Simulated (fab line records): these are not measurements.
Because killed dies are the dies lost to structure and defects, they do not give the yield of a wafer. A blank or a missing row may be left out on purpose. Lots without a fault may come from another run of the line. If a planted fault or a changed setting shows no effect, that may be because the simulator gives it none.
Struck lot and sound lot, side by side :: flow nandHarc :: 15 out of 1159 route steps
Sound: the wafers L278.2, L278.3, L278.4. Struck: wafers L285.2, L285.6 (left out: L285.1, a lot-mate that was not struck); the cause follows at the end.
For every step that has rows: the tool of each side, followed by ch and its chambers, followed by its first start. Under that, the readings that differ: sound wafers :: struck wafers :: difference of the means :: sigmas: that difference in standard deviations of wafers without a fault.
alike: readings with means less than 2 such deviations apart, plus words and numbers identical on both sides. not compared: withheld readings, readings lacking a value on some wafer, bounds such as >300 that could conceal the same value, and numbers that have no deviation in the record and whose values overlap.
A row with sigmas, a row that says differs or no value, or rows on one side alone: a step with any of these is where the two part. Numbers that have no deviation but don't overlap get no sigmas and don't part them. A reading missing from all wafers of one side parts the sides only when that side holds two or more wafers.

first, 7 steps without rows for these wafers: NHARC_A_BLC_COAT_03 (time 65 s); NHARC_A_BLC_COAT_04 (resist thk 90 nm); NHARC_A_BLC_SOFTBAKE_05 (time 55 s); NHARC_A_BLC_EBR_06; NHARC_A_BLC_EXPOSE_07 (exposes mask A BLC, target cd 100 nm); NHARC_A_BLC_PEB_08 (peb time 65 s); NHARC_A_BLC_DEVELOP_09 (develop time 35 s).
NHARC_A_BLC_CD_MEAS_10: target cd 100 nm.
  sound on cdSem-01 ch 0, day 19 09:57; struck on cdSem-01 ch 0, day 21 14:42
  alike: cdNm
NHARC_A_BLC_OVL_MEAS_11:
  sound: overlay-02 at day 19 10:02; struck: overlay-01 at day 21 14:47
  alike: overlayXNm, overlayYNm
NHARC_A_BLC_INSPECT_12:
  sound: defectInspect-01 at day 19 10:05; struck: defectInspect-02 at day 21 14:50
  alike: rawDefectCount
NHARC_A_BLC_DESCUM_15: chemistry O2, time 3 s.
  sound on rieDiel-12 ch 0,2,3, day 19 10:09; struck on rieDiel-03 ch 0,3, day 21 14:53
  alike: drypumpMotorCurrentA, oesProductAu, rfVppV, showerheadPlenumPTorr, throttleValvePct
  not compared: rfHoursCounterH
NHARC_A_BLC_ETCH_16: etches the open film in CF4, target depth 39 nm, time 65 s.
  sound on rieDiel-12 ch 0,1,2, day 19 10:13; struck on rieDiel-03 ch 0,2, day 21 14:59
  alike: drypumpMotorCurrentA, oesProductAu, rfVppV, runLengthS, showerheadPlenumPTorr, throttleValvePct
  not compared: rfHoursCounterH
NHARC_A_BLC_ETCH_17: etches the open film in N2/H2, target depth 390 nm, time 609.38 s.
  sound on rieDiel-12 ch 0,2,3, day 19 10:19; struck on rieDiel-03 ch 1,3, day 21 15:09
reading: oesProductAu (a.u.)
sound: 0.997 0.996 0.997
struck: 1.012 1.010
difference: +0.014
sigmas: +2

reading: runLengthS (s)
sound: 630.6 630.0 631.2
struck: 513.1 514.4
difference: -116.9
sigmas: -99 or more
  alike: drypumpMotorCurrentA, rfVppV, showerheadPlenumPTorr, throttleValvePct
  not compared: rfHoursCounterH, model.A_BLC.cdNm
NHARC_A_BLC_ETCH_18: etches the open film in C4F8/O2/Ar, target depth 910 nm.
  sound: rieDiel-12 ch 0,1,2; struck: rieDiel-03 ch 0,1
  alike: oesProductAu, rfVppV
  not compared: rfHoursCounterH
NHARC_END_SORT_01:
  here the record holds rows for the struck wafers (prober-01 ch 0, day 23 14:26) but none for the sound ones

WHERE THEY PART
First at NHARC_A_BLC_ETCH_17; last, within this record, at NHARC_END_SORT_01.

WHY: what the simulator had put in
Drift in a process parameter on rieDiel-03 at NHARC_A_BLC_ETCH_17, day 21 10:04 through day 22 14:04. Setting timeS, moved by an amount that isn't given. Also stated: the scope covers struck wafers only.
